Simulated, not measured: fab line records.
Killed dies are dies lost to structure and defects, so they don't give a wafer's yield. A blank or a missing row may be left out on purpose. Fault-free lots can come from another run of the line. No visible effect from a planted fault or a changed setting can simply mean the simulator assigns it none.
Which tool did it? -- flow nand_harc -- 21 wafers from 7 lots sampled at 3 of the route's 1159 steps

WHAT THE GAUGES SHOWED, per wafer
NHARC_P_STI_CD_MEAS_09 targets a cd of 200 nm.
lot,measured,on,cd_nm (nm)
L414,day 2 15:50,cd_sem-01,201.1 200.8 200.4
L417,day 3 12:30,cd_sem-03,197.5 198.6 200.5
L423,day 4 22:11,cd_sem-01,202.4 201.2 199.7
L425,day 5 10:56,cd_sem-01,- - -
L429,day 6 10:43,cd_sem-02,198.3 198.0 197.7
L431,day 6 20:05,cd_sem-01,200.4 201.2 204.1
L434,day 7 18:45,cd_sem-02,200.5 199.3 198.7

WHICH TOOL RAN EACH LOT (tool, then ch and the chambers of the sampled wafers, then the start)
lot,NHARC_P_ZERO_WELL_ETCH_65,NHARC_P_STI_EXPOSE_06
L414,"rie_diel-05 ch 1,2, day 1 19:22","krf_scanner-04 ch 0, day 2 15:41"
L417,"rie_diel-10 ch 0,1,2, day 2 13:31","krf_scanner-02 ch 0, day 3 12:21"
L423,"rie_diel-06 ch 0,1,3, day 4 01:29","krf_scanner-01 ch 0, day 4 22:02"
L425,"rie_diel-05 ch 0,2, day 4 13:22","krf_scanner-04, day 5 10:47"
L429,"rie_diel-10 ch 1,2, day 5 13:29","krf_scanner-02 ch 0, day 6 10:34"
L431,"rie_diel-05 ch 0,2,3, day 6 01:30","krf_scanner-02 ch 0, day 6 19:56"
L434,"rie_diel-05 ch 0,3, day 6 19:30","krf_scanner-01 ch 0, day 7 18:37"
- NHARC_P_ZERO_WELL_ETCH_65: etches the open film in N2/H2, target depth 80 nm, overetch 24 nm, time 87.88 s.
- NHARC_P_STI_EXPOSE_06: exposes mask P STI, target cd 200 nm.

THE ANSWER, worked out from the rows above alone
Rule: the usual values come from the lots themselves. Put in order of their means at a reading, lots are off if they are a third of the lots or fewer, leave a main group of 4 or more, and stand apart from it by a gap of 3 or more times the standard deviation of the main group's means; of several such gaps the widest counts. If all means in a main group match to the digits the tables above print for the reading, that group is not used. A lot without any number at a reading at which 4 lots or more have one is off too. All remaining lots with rows at the step are treated as sound.
Off: L425 (NHARC_P_STI_CD_MEAS_09, cd_nm). Without a number there: L425. The main group: mean 200.0 nm, standard deviation 1.4.
A tool fits if, at a process step before that reading, it ran every lot that is off, and no sound lot after the first of them. Those tools and the gauges at NHARC_P_STI_CD_MEAS_09 are tried in the same way. One fits: krf_scanner-04 at NHARC_P_STI_EXPOSE_06. Its last sound lot is L414 (day 2 15:41), its first lot that is off L425 (day 5 10:47): a fault that began between those two fits.

WHAT THE SIMULATOR HAD PUT IN
Step skipped in full: krf_scanner-04, at NHARC_P_STI_EXPOSE_06, from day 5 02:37 onward. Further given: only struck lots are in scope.
Lots struck among those shown: L425. The rule above reached the same finding.
